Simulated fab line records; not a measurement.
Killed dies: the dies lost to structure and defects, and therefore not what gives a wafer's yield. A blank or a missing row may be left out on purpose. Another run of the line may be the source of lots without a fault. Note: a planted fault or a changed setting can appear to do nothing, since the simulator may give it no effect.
Chamber matching    flow nand_harc    NHARC_P_M0_ETCH_34 on rie_diel-02: 4 sister chambers
The step etches the open film in N2/H2, target depth 40 nm, overetch 12 nm, time 43.94 s. 7 wafers are shown with their chamber, then 8 later ones without.

## WAFERS, EACH WITH ITS CHAMBER
wafer   chamber  showerhead_plenum_p_Torr (Torr)  rf_vpp_V (V)
L075.1  1        2.07                             431.5
L082.5  0        2.13                             434.0
L088.3  0        2.12                             433.8
L089.3  2        2.07                             431.5
L089.4  3        2.13                             432.9
L089.5  2        2.07                             430.1
L090.2  3        2.12                             432.7

## WAFERS WHOSE CHAMBER IS MISSING
wafer   showerhead_plenum_p_Torr (Torr)  rf_vpp_V (V)
L090.3  2.06                             430.7
L090.6  2.05                             431.7
L092.3  2.12                             432.9
L092.4  2.06                             430.8
L092.5  2.12                             433.5
L095.2  2.06                             431.9
L095.4  2.11                             432.6
L095.5  2.06                             431.1

## EACH ONE'S CHAMBER
wafer   from the rows above      in truth
L090.3  can't be placed: 2 or 1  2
L090.6  can't be placed: 1 or 2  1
L092.3  can't be placed: 3 or 0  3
L092.4  can't be placed: 2 or 1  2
L092.5  can't be placed: 0 or 3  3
L095.2  can't be placed: 1 or 2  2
L095.4  can't be placed: 3 or 0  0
L095.5  can't be placed: 2 or 1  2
Correctly placed: 0 of 8. Can't be placed from these rows: 8 (the true chamber is among the candidates in 8). Number placed wrongly: 0.
How it was worked out, from the rows above alone: a wafer's distance from a chamber is the root of the sum, over the readings, of the square of ((its reading less the chamber's mean) divided by the reading's scatter). The wafer belongs to the nearest chamber; if the next one is less than 2 further off, it can't be placed. For every chamber, the mean is computed from those of its wafers that are shown. The scatter: take each reading less its chamber's mean, square it, sum over the shown wafers, divide by the number of wafers less the number of chambers, and take the root.
